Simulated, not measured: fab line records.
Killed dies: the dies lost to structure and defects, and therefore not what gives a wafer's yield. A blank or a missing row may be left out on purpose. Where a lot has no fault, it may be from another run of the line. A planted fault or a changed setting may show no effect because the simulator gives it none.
Split-lot trial    flow n5 finfet    on a route of 1938 steps: 7 lots, 21 wafers read

## THE SPLIT
At N5_HKMG_FIN_ETCH_54 (etches SiARC in CF4, target depth 45.5 nm, time 75.8 s), the setting source w was moved away from the recipe's 545 W on 7 of the 21 wafers read, by -15.8% to +10.4%. The other wafers ran this setting at the recipe's value.

Reading taken at the split's own step.

## THE READING
rf vpp V, in V, at N5_HKMG_FIN_ETCH_54 (etches SiARC in CF4, target depth 45.5 nm, time 75.8 s). A value of 183.8 V with a standard deviation of 1.1 V is what fault-free wafers of this fab line usually give.

wafer   tool, chamber at the split  source w as run, W  against the recipe  rf vpp V, V  against lot-mates on the recipe
L080.2  rie diel-06, 3              545                 recipe              181.7        -
L080.4  rie diel-06, 0              545                 recipe              185.1        -
L080.6  rie diel-06, 1              545                 recipe              184.1        -
L082.1  rie diel-03, 0              475                 -12.8%              191.4        +8.1
L082.2  rie diel-03, 3              475                 -12.8%              191.8        +8.5
L082.3  rie diel-03, 2              545                 recipe              183.3        -
L083.1  rie diel-05, 1              545                 recipe              183.5        -
L083.2  rie diel-05, 0              545                 recipe              184.5        -
L083.5  rie diel-05, 2              458.9               -15.8%              197.4        +13.4
L086.1  rie diel-06, 3              598.1               +9.7%               177.2        -6.1
L086.3  rie diel-06, 0              545                 recipe              183.3        -
L086.6  rie diel-06, 3              598.1               +9.7%               178.2        -5.1
L090.2  rie diel-05, 2              545                 recipe              185.7        -
L090.4  rie diel-05, 0              545                 recipe              184.7        -
L090.6  rie diel-05, 1              596.4               +9.4%               177.7        -7.5
L091.2  rie diel-03, 2              545                 recipe              183.4        -
L091.4  rie diel-03, 1              545                 recipe              183.9        -
L091.6  rie diel-03, 3              545                 recipe              183.1        -
L094.3  rie diel-06, 3              545                 recipe              181.5        -
L094.5  rie diel-06, 1              601.9               +10.4%              176.7        -6.6
L094.6  rie diel-06, 0              545                 recipe              185.1        -

FIT RESULTS
A straight line over all 21 wafers: rf vpp V changes by -0.688 V for each +1% of source w; r = -0.97; the points scatter about the line by 1.3 V.
The same after taking each lot's own level away (the mean of its wafers on the recipe; 21 wafers): -0.696 V for each +1%; r = -0.97; scatter 1.1 V.
On that fit, the largest move of source w shifts the reading by 11 V.
Measured against the standard deviation above, the lots' own levels, which go from 183.30 to 185.20 V, span 1.7 times it.
The two slopes are in agreement: the lot-to-lot level therefore moves the slope only a little.
Check: for one of the wafers moved furthest among these (-15.8%), held out of the fit, the line's prediction against its lot-mates is +10.2 V. It came out at +13.4 V against them.
Tool readings at the split's step, against how far the setting was moved: etch rf on time s r = -0.94; rf vpp V r = -0.97.

## THE WHOLE CHAIN: every reading that the file lists as answering this split, in the file's order
step                 what it does                                            reading            change (the file's fit)               r (the file's)
N5_HKMG_FIN_ETCH_54  etches SiARC in CF4, target depth 45.5 nm, time 75.8 s  etch rf on time s  withheld for each +1% of the setting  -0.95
N5_HKMG_FIN_ETCH_54  etches SiARC in CF4, target depth 45.5 nm, time 75.8 s  rf vpp V           -0.724 V for each +1% of the setting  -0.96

## FILE'S OWN FIT
rf vpp V changes by -0.724 V for each +1% of source w, r = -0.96.
